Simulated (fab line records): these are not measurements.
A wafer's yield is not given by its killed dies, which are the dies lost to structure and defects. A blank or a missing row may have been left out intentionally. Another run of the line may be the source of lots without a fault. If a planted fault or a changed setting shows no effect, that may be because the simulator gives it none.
The tool behind it: which one? :: flow n5 finfet :: 11 lots, 33 wafers sampled, at 6 steps of a route of 1938

## WHAT THE GAUGES SHOWED, per wafer
N5_BEOL_M10_THK_MEAS_53: measures by xrf.
lot: L886
measured: day 10 02:17
on: film metro-02
M10_THK (nm): 138.7 137.7 135.3

lot: L888
measured: day 11 04:00
on: film metro-02
M10_THK (nm): 138.5 143.4 137.5

lot: L889
measured: day 11 22:53
on: film metro-02
M10_THK (nm): 140.0 144.9 138.9

lot: L891
measured: day 11 23:30
on: film metro-02
M10_THK (nm): 140.6 137.9 140.8

lot: L895
measured: day 12 03:40
on: film metro-01
M10_THK (nm): 138.0 136.2 136.2

lot: L894
measured: day 12 05:41
on: film metro-01
M10_THK (nm): 136.5 137.5 138.1

lot: L896
measured: day 13 06:44
on: film metro-01
M10_THK (nm): 139.1 143.4 138.6

lot: L899
measured: day 14 03:21
on: film metro-02
M10_THK (nm): 140.8 139.2 142.2

lot: L902
measured: day 14 22:22
on: film metro-01
M10_THK (nm): 134.6 135.2 135.7

lot: L908
measured: day 16 12:56
on: film metro-01
M10_THK (nm): 134.8 136.8 139.2

lot: L909
measured: day 16 15:52
on: film metro-02
M10_THK (nm): 141.3 139.4 141.1

N5_BEOL_M11_THK_MEAS_01.
lot: L886
measured: day 10 03:07
on: film metro-01
M11_ILD_THK (nm): 265 263 267

lot: L888
measured: day 11 04:47
on: film metro-02
M11_ILD_THK (nm): 260 262 266

lot: L889
measured: day 11 23:40
on: film metro-02
M11_ILD_THK (nm): 262 267 268

lot: L891
measured: day 12 00:47
on: film metro-01
M11_ILD_THK (nm): 262 271 266

lot: L895
measured: day 12 04:56
on: film metro-01
M11_ILD_THK (nm): 264 266 269

lot: L894
measured: day 12 06:28
on: film metro-02
M11_ILD_THK (nm): 266 264 271

lot: L896
measured: day 13 07:31
on: film metro-02
M11_ILD_THK (nm): 264 266 267

lot: L899
measured: day 14 04:10
on: film metro-01
M11_ILD_THK (nm): 267 268 270

lot: L902
measured: day 14 23:20
on: film metro-01
M11_ILD_THK (nm): 261 263 265

lot: L908
measured: day 16 13:44
on: film metro-02
M11_ILD_THK (nm): 262 257 269

lot: L909
measured: day 16 16:39
on: film metro-02
M11_ILD_THK (nm): 275 271 270

N5_BEOL_M11_CD_MEAS_11: the cd target is 64.1 nm.
lot: L886
measured: day 10 06:01
on: cd sem-02
cd nm (nm): 64.8 64.7 64.3

lot: L888
measured: day 11 05:55
on: cd sem-02
cd nm (nm): 64.7 65.5 64.5

lot: L889
measured: day 12 01:54
on: cd sem-01
cd nm (nm): 63.6 63.8 64.2

lot: L891
measured: day 12 02:13
on: cd sem-02
cd nm (nm): 63.8 63.7 63.5

lot: L895
measured: day 12 07:30
on: cd sem-02
cd nm (nm): 65.3 64.2 65.2

lot: L894
measured: day 12 07:46
on: cd sem-02
cd nm (nm): 64.7 64.8 64.6

lot: L896
measured: day 13 10:30
on: cd sem-02
cd nm (nm): 63.6 64.6 64.5

lot: L899
measured: day 14 06:10
on: cd sem-01
cd nm (nm): 65.2 64.7 64.3

lot: L902
measured: day 15 00:42
on: cd sem-02
cd nm (nm): 64.8 64.7 63.7

lot: L908
measured: day 16 14:58
on: cd sem-03
cd nm (nm): 63.3 64.5 63.5

lot: L909
measured: day 16 19:02
on: cd sem-02
cd nm (nm): 62.1 63.6 63.1

N5_BEOL_M11_INSPECT_13: inspects for defects (brightfield).
lot: L886
measured: day 10 06:05
on: defect inspect-02
raw defect count: 331 298 241

lot: L888
measured: day 11 05:58
on: defect inspect-02
raw defect count: 371 394 282

lot: L889
measured: day 12 01:57
on: defect inspect-01
raw defect count: 486 382 413

lot: L891
measured: day 12 02:16
on: defect inspect-01
raw defect count: 480 441 425

lot: L895
measured: day 12 07:34
on: defect inspect-01
raw defect count: 383 455 428

lot: L894
measured: day 12 07:49
on: defect inspect-02
raw defect count: 417 441 388

lot: L896
measured: day 13 10:33
on: defect inspect-02
raw defect count: 335 397 455

lot: L899
measured: day 14 06:13
on: defect inspect-02
raw defect count: 276 287 289

lot: L902
measured: day 15 00:46
on: defect inspect-02
raw defect count: 522 880 540

lot: L908
measured: day 16 15:01
on: defect inspect-02
raw defect count: 365 339 403

lot: L909
measured: day 16 19:05
on: defect inspect-01
raw defect count: 633 483 456

N5_BEOL_M11_INSPECT_30: inspects for defects (brightfield).
lot: L886
measured: day 10 09:02
on: defect inspect-01
raw defect count: 344 330 263

lot: L888
measured: day 11 06:49
on: defect inspect-01
raw defect count: 383 420 302

lot: L889
measured: day 12 06:21
on: defect inspect-01
raw defect count: 513 376 457

lot: L891
measured: day 12 06:11
on: defect inspect-02
raw defect count: 425 407 394

lot: L895
measured: day 12 08:43
on: defect inspect-01
raw defect count: 407 440 449

lot: L894
measured: day 12 08:53
on: defect inspect-02
raw defect count: 438 416 421

lot: L896
measured: day 13 11:28
on: defect inspect-02
raw defect count: 346 405 463

lot: L899
measured: day 14 10:37
on: defect inspect-02
raw defect count: 296 297 271

lot: L902
measured: day 15 05:28
on: defect inspect-01
raw defect count: 577 913 580

lot: L908
measured: day 16 17:54
on: defect inspect-01
raw defect count: 370 338 431

lot: L909
measured: day 16 20:17
on: defect inspect-02
raw defect count: 602 449 407

## WHICH TOOL RAN EACH LOT (tool, then ch and the chambers of the sampled wafers, then the start)
lot: L886
N5_BEOL_M11_PECVD_70: pecvd-01 ch 0,1, day 10 03:08

lot: L888
N5_BEOL_M11_PECVD_70: pecvd-04 ch 0,2, day 11 04:50

lot: L889
N5_BEOL_M11_PECVD_70: pecvd-04 ch 0,2, day 11 23:43

lot: L891
N5_BEOL_M11_PECVD_70: pecvd-04 ch 0,1,2, day 12 00:49

lot: L895
N5_BEOL_M11_PECVD_70: pecvd-01 ch 0,1,2, day 12 04:58

lot: L894
N5_BEOL_M11_PECVD_70: pecvd-04 ch 0,1,2, day 12 06:30

lot: L896
N5_BEOL_M11_PECVD_70: pecvd-04 ch 0,2, day 13 07:34

lot: L899
N5_BEOL_M11_PECVD_70: pecvd-01 ch 1,2, day 14 04:13

lot: L902
N5_BEOL_M11_PECVD_70: pecvd-01 ch 0,2, day 14 23:23

lot: L908
N5_BEOL_M11_PECVD_70: pecvd-02 ch 0,2, day 16 13:46

lot: L909
N5_BEOL_M11_PECVD_70: pecvd-04 ch 0,1,2, day 16 16:41
- N5_BEOL_M11_PECVD_70: deposits SiO2 from TEOS/O2, target thk 20 nm, time 22.7 s.

## WHAT THE TOOLS THEMSELVES READ (means of the sampled wafers that have a number; where no wafer has one, the mark that the record gives instead)
N5_BEOL_M11_PECVD_70.
lot: L886
tool: pecvd-01
heater power outer w (W): 541
heater power w (W): 797
showerhead plenum p Torr (Torr): 8.85
throttle valve pct (%): 21.9

lot: L888
tool: pecvd-04
heater power outer w (W): 523
heater power w (W): 827
showerhead plenum p Torr (Torr): 8.74
throttle valve pct (%): 20.7

lot: L889
tool: pecvd-04
heater power outer w (W): 551
heater power w (W): 861
showerhead plenum p Torr (Torr): 8.76
throttle valve pct (%): 21.0

lot: L891
tool: pecvd-04
heater power outer w (W): 504
heater power w (W): 778
showerhead plenum p Torr (Torr): 8.77
throttle valve pct (%): 21.1

lot: L895
tool: pecvd-01
heater power outer w (W): 487
heater power w (W): 766
showerhead plenum p Torr (Torr): 8.85
throttle valve pct (%): 21.2

lot: L894
tool: pecvd-04
heater power outer w (W): 494
heater power w (W): 773
showerhead plenum p Torr (Torr): 8.77
throttle valve pct (%): 21.2

lot: L896
tool: pecvd-04
heater power outer w (W): 479
heater power w (W): 777
showerhead plenum p Torr (Torr): 8.76
throttle valve pct (%): 20.8

lot: L899
tool: pecvd-01
heater power outer w (W): 494
heater power w (W): 760
showerhead plenum p Torr (Torr): 8.85
throttle valve pct (%): 21.4

lot: L902
tool: pecvd-01
heater power outer w (W): 431
heater power w (W): 711
showerhead plenum p Torr (Torr): 8.88
throttle valve pct (%): 21.3

lot: L908
tool: pecvd-02
heater power outer w (W): 461
heater power w (W): 780
showerhead plenum p Torr (Torr): 8.79
throttle valve pct (%): 22.0

lot: L909
tool: pecvd-04
heater power outer w (W): 458
heater power w (W): 731
showerhead plenum p Torr (Torr): 8.77
throttle valve pct (%): 21.2

## THE ANSWER, worked out from the rows above alone
Rule: usual is defined by the lots themselves. Put in order of their means at a reading, lots are off if they are a third of the lots or fewer, leave a main group of 4 or more, and stand apart from it by a gap of 3 or more times the standard deviation of the main group's means; of several such gaps the widest counts. A main group is skipped when, at the precision printed for the reading in the tables above, its means are all equal. A lot without any number at a reading at which 4 lots or more have one is off too. Where the step has rows for the other lots, those lots are counted as sound. First the gauges in route order, then the tools' own readings, where a lot's mean is used as printed above. The first step at which some lot is off is used, and at that step the reading that is off furthest; a lot without a number counts as furthest.
Off at N5_BEOL_M11_INSPECT_30 (raw defect count): L902. Mean 395 and standard deviation 57 in the main group.
A tool fits if, at a process step before that reading, it ran every lot that is off, and no sound lot after the first of them. Those tools and the gauges at N5_BEOL_M11_INSPECT_30 are tried in the same way. One fits: pecvd-01 at N5_BEOL_M11_PECVD_70. Its last sound lot is L899 (day 14 04:13), its first lot that is off L902 (day 14 23:23): a fault that began between those two fits.

## WHAT HAD BEEN PUT IN BY THE SIMULATOR
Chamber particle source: pecvd-01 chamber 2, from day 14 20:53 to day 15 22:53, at N5_BEOL_M11_PECVD_70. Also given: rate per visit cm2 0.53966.
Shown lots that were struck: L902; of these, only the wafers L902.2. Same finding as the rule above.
